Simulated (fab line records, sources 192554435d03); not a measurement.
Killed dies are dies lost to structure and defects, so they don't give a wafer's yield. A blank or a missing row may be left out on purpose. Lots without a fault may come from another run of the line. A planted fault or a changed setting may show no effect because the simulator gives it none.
Chamber matching | flow n5_finfet | N5_MOL_CONTACT_COAG_ETCH_124 on rie_diel-05: 4 sister chambers
The step etches SiNx in CH3F/O2, stops on SiOC, target depth 6.5 nm. 8 wafers are shown with their chamber, then 11 later ones without.

WAFERS WITH THEIR CHAMBER
wafer  | chamber | drypump_motor_current_A (A) | throttle_valve_pct (%)
L083.5 | 3       | 4.8                         | 16.40
L085.2 | 1       | 5.2                         | 16.50
L085.4 | 0       | 5.9                         | 15.90
L085.6 | 2       | 5.5                         | 16.10
L086.1 | 0       | 5.9                         | 15.88
L086.2 | 1       | 5.2                         | 16.52
L086.3 | 3       | 4.9                         | 16.40
L087.1 | 2       | 5.5                         | 16.12

WAFERS WITHOUT THEIR CHAMBER
wafer  | drypump_motor_current_A (A) | throttle_valve_pct (%)
L087.2 | 4.8                         | 16.40
L087.6 | 5.5                         | 16.11
L093.1 | 5.9                         | 15.94
L093.4 | 4.9                         | 16.45
L093.6 | 5.5                         | 16.14
L095.2 | 4.8                         | 16.45
L095.3 | 5.6                         | 16.14
L095.4 | 5.2                         | 16.53
L096.3 | 4.8                         | 16.45
L096.4 | 5.2                         | 16.54
L096.5 | 5.9                         | 15.93

WHICH CHAMBER EACH WENT THROUGH
wafer  | from the rows above | in truth
L087.2 | 3                   | 3
L087.6 | 2                   | 2
L093.1 | 0                   | 0
L093.4 | 3                   | 3
L093.6 | 2                   | 2
L095.2 | 3                   | 3
L095.3 | 2                   | 2
L095.4 | 1                   | 1
L096.3 | 3                   | 3
L096.4 | 1                   | 1
L096.5 | 0                   | 0
Placed correctly: 11 of 11. Can't be placed from these rows: 0. Placed wrongly: 0.
How it was worked out, from the rows above alone: a wafer's distance from a chamber is the root of the sum, over the readings, of the square of ((its reading less the chamber's mean) divided by the reading's scatter). The wafer belongs to the nearest chamber; if the next one is less than 2 further off, it can't be placed. A chamber's mean is the mean of its shown wafers. The scatter: the root of (the sum of the squares of (reading less its chamber's mean) over the shown wafers, divided by (wafers less chambers)).
